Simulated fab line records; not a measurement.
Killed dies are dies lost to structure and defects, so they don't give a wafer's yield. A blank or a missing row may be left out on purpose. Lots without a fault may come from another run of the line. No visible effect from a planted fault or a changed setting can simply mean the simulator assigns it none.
Chamber matching + flow n5Finfet + N5_MOL_CONTACT_COAG_DESCUM_13 on rieDiel-05 has 4 sister chambers
The step chemistry O2, time 7 s. 8 wafers are shown with their chamber, then 9 later ones without.

WAFERS, EACH WITH ITS CHAMBER
| wafer  | chamber | throttleValvePct (%) | showerheadPlenumPTorr (Torr) |
|--------|---------|----------------------|------------------------------|
| L078.5 | 2       | 20.14                | 2.13                         |
| L082.1 | 0       | 20.06                | 2.12                         |
| L082.4 | 3       | 20.21                | 2.05                         |
| L083.1 | 3       | 20.21                | 2.05                         |
| L083.4 | 0       | 20.07                | 2.12                         |
| L087.2 | 2       | 20.16                | 2.12                         |
| L087.4 | 1       | 20.52                | 2.15                         |
| L087.6 | 1       | 20.52                | 2.15                         |

WAFERS WHOSE CHAMBER IS MISSING
| wafer  | throttleValvePct (%) | showerheadPlenumPTorr (Torr) |
|--------|----------------------|------------------------------|
| L093.1 | 20.55                | 2.14                         |
| L093.2 | 20.26                | 2.04                         |
| L093.6 | 20.25                | 2.04                         |
| L094.2 | 20.55                | 2.14                         |
| L094.5 | 20.27                | 2.04                         |
| L094.6 | 20.20                | 2.11                         |
| L097.1 | 20.55                | 2.14                         |
| L097.3 | 20.23                | 2.04                         |
| L097.5 | 20.20                | 2.11                         |

WHICH CHAMBER EACH WENT THROUGH
| wafer  | from the rows above | in truth |
|--------|---------------------|----------|
| L093.1 | 1                   | 1        |
| L093.2 | 3                   | 3        |
| L093.6 | 3                   | 3        |
| L094.2 | 1                   | 1        |
| L094.5 | 3                   | 3        |
| L094.6 | 2                   | 2        |
| L097.1 | 1                   | 1        |
| L097.3 | 3                   | 3        |
| L097.5 | 2                   | 2        |
Correctly placed: 9 of 9. Number that these rows cannot place: 0. 0 placed wrongly.
How it was worked out, from the rows above alone: a wafer's distance from a chamber is the root of the sum, over the readings, of the square of ((its reading less the chamber's mean) divided by the reading's scatter). The wafer belongs to the nearest chamber; if the next one is less than 2 further off, it can't be placed. The mean given for a chamber averages the wafers shown for that chamber. The scatter: the root of (the sum of the squares of (reading less its chamber's mean) over the shown wafers, divided by (wafers less chambers)).
